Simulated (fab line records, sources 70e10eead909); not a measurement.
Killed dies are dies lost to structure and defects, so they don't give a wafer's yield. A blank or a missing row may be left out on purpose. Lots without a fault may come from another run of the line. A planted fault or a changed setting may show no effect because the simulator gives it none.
Chamber matching | flow nand_harc | NHARC_THIN_TSV_DESCUM_35 on rie_diel-10: 4 sister chambers
The step chemistry O2, time 3 s. 8 wafers are shown with their chamber, then 7 later ones without.

WAFERS WITH THEIR CHAMBER
wafer  | chamber | oes_product_au (a.u.) | throttle_valve_pct (%)
L738.2 | 1       | 1.012                 | 11.330
L738.3 | 0       | 0.987                 | 11.312
L739.1 | 0       | 0.988                 | 11.308
L739.6 | 3       | 1.000                 | 11.315
L742.5 | 2       | 0.995                 | 11.304
L742.6 | 1       | 1.018                 | 11.316
L750.4 | 2       | 0.998                 | 11.315
L750.5 | 3       | 1.007                 | 11.305

WAFERS WITHOUT THEIR CHAMBER
wafer  | oes_product_au (a.u.) | throttle_valve_pct (%)
L750.6 | 1.013                 | 11.310
L756.1 | 0.974                 | 11.309
L756.3 | 0.978                 | 11.311
L756.4 | 0.999                 | 11.292
L760.1 | 0.997                 | 11.293
L760.3 | 1.024                 | 11.309
L760.6 | 1.008                 | 11.311

WHICH CHAMBER EACH WENT THROUGH
wafer  | from the rows above          | in truth
L750.6 | can't be placed: 1 or 3      | 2
L756.1 | 0                            | 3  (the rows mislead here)
L756.3 | 0                            | 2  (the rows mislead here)
L756.4 | can't be placed: 2 or 3 or 0 | 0
L760.1 | can't be placed: 2 or 3 or 0 | 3
L760.3 | 1                            | 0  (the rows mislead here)
L760.6 | can't be placed: 3 or 1      | 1
Placed correctly: 0 of 7. Can't be placed from these rows: 4 (the true chamber is among the candidates in 3). Placed wrongly: 3.
How it was worked out, from the rows above alone: a wafer's distance from a chamber is the root of the sum, over the readings, of the square of ((its reading less the chamber's mean) divided by the reading's scatter). The wafer belongs to the nearest chamber; if the next one is less than 2 further off, it can't be placed. A chamber's mean is the mean of its shown wafers. The scatter: the root of (the sum of the squares of (reading less its chamber's mean) over the shown wafers, divided by (wafers less chambers)).
